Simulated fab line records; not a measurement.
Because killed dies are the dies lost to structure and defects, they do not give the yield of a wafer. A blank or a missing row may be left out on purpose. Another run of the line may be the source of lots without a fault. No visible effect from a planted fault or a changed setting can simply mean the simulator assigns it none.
Split-lot experiment    flow n5-finfet    on a route of 1938 steps: 7 lots, 21 wafers read

## SPLIT DETAILS
At N5_BEOL_M6_ILD_DEP_00 (deposits SiCOH lowk from DEMS/porogen, target thk 179.75 nm, time 33.4 s), the setting time-s was moved away from the recipe's 33.4 s on 4 of the 21 wafers read, by -13.2% to +5.7%. This setting was run at the recipe's value on the other wafers.

## FROM THE SPLIT ON TO THE READING: in between, the file shows 1 step
- N5_BEOL_M6_CURE_74: cures SiCOH lowk, time 240 s

## THE READING
Values of M6_ILD_THK in nm from N5_BEOL_M6_THK_MEAS_01. On this fab line, fault-free wafers typically give 154.0 nm with a standard deviation of 2.3 nm.

wafer   tool, chamber at the split  time-s as run, s  against the recipe  M6_ILD_THK, nm  against lot-mates on the recipe
L075.3  pecvd-03, 0                 33.4              recipe              153.2           -
L075.4  pecvd-03, 1                 33.4              recipe              157.6           -
L075.5  pecvd-03, 2                 33.4              recipe              158.1           -
L078.1  pecvd-04, 2                 35.12             +5.1%               160.8           +8.5
L078.2  pecvd-04, 0                 33.4              recipe              152.3           -
L078.6  pecvd-04, 0                 35.12             +5.1%               161.4           +9.1
L079.4  pecvd-02, 0                 33.4              recipe              156.6           -
L079.5  pecvd-02, 1                 33.4              recipe              157.2           -
L079.6  pecvd-02, 0                 33.4              recipe              156.1           -
L090.3  pecvd-02, 1                 33.4              recipe              153.9           -
L090.5  pecvd-02, 2                 33.4              recipe              158.0           -
L090.6  pecvd-02, 1                 33.4              recipe              155.9           -
L092.1  pecvd-03, 0                 33.4              recipe              154.6           -
L092.3  pecvd-03, 1                 33.4              recipe              154.9           -
L092.5  pecvd-03, 1                 33.4              recipe              153.5           -
L091.2  pecvd-03, 1                 29                -13.2%              133.0           -23.6
L091.4  pecvd-03, 1                 33.4              recipe              154.9           -
L091.6  pecvd-03, 0                 33.4              recipe              158.2           -
L094.2  pecvd-04, 0,1               33.4              recipe              152.5           -
L094.3  pecvd-04, 0,1               33.4              recipe              152.6           -
L094.5  pecvd-04, 2                 35.29             +5.7%               165.9           +13.3
Where a row lists several chambers, the file gives one row for several wafers and doesn't say which wafer went through which chamber.

THE FIT
A straight line over all 21 wafers: M6_ILD_THK changes by +1.6 nm for each +1% of time-s; r = +0.94; the points scatter about the line by 2.1 nm.
The same after taking each lot's own level away (the mean of its wafers on the recipe; 21 wafers): +1.84 nm for each +1%; r = +0.98; scatter 1.5 nm.
That fit puts the effect of the largest move of time-s on the reading at 24 nm.
Measured against the standard deviation above, the lots' own levels, which go from 152.30 to 156.63 nm, span 1.9 times it.
In other words, the slope is changed by the lot-to-lot level; the two fits disagree.
Check: for one of the wafers moved furthest among these (-13.2%), held out of the fit, the line's prediction against its lot-mates is -25.8 nm. It came out at -23.6 nm against them.

## ADDITIONAL SPLITS CARRIED BY THESE WAFERS
Note: prior to the reading, these wafers also went through further splits. Each is held against what the fit with the lots' levels taken away leaves over:
other split on the same wafers  wafers away from the commonest value  r with M6_ILD_THK (lot level and that fit taken away)
N5_BEOL_M4_ETCH_64 bias-w       9                                     +0.28
N5_BEOL_M4_COAT_22 spin-rpm     7                                     -0.18

## THE WHOLE CHAIN: every reading that the file lists as answering this split, in the file's order
step                    what it does                                                              reading                                                                                   change (the file's fit)               r (the file's)
N5_BEOL_M6_ILD_DEP_00   deposits SiCOH lowk from DEMS/porogen, target thk 179.75 nm, time 33.4 s  SiCOH_lowk_of_BEOL_M6_ILD_DEP_00.thk-nm (the simulator's own value, which no gauge read)  +2.12 nm for each +1% of the setting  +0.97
N5_BEOL_M6_CURE_74      cures SiCOH lowk, time 240 s                                              SiCOH_lowk_of_BEOL_M6_ILD_DEP_00.thk-nm (the simulator's own value, which no gauge read)  +1.86 nm for each +1% of the setting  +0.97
N5_BEOL_M6_THK_MEAS_01                                                                            M6_ILD_THK                                                                                +1.86 for each +1% of the setting     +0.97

## THE FILE'S OWN FIT
M6_ILD_THK changes by +1.86 nm for each +1% of time-s, r = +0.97.
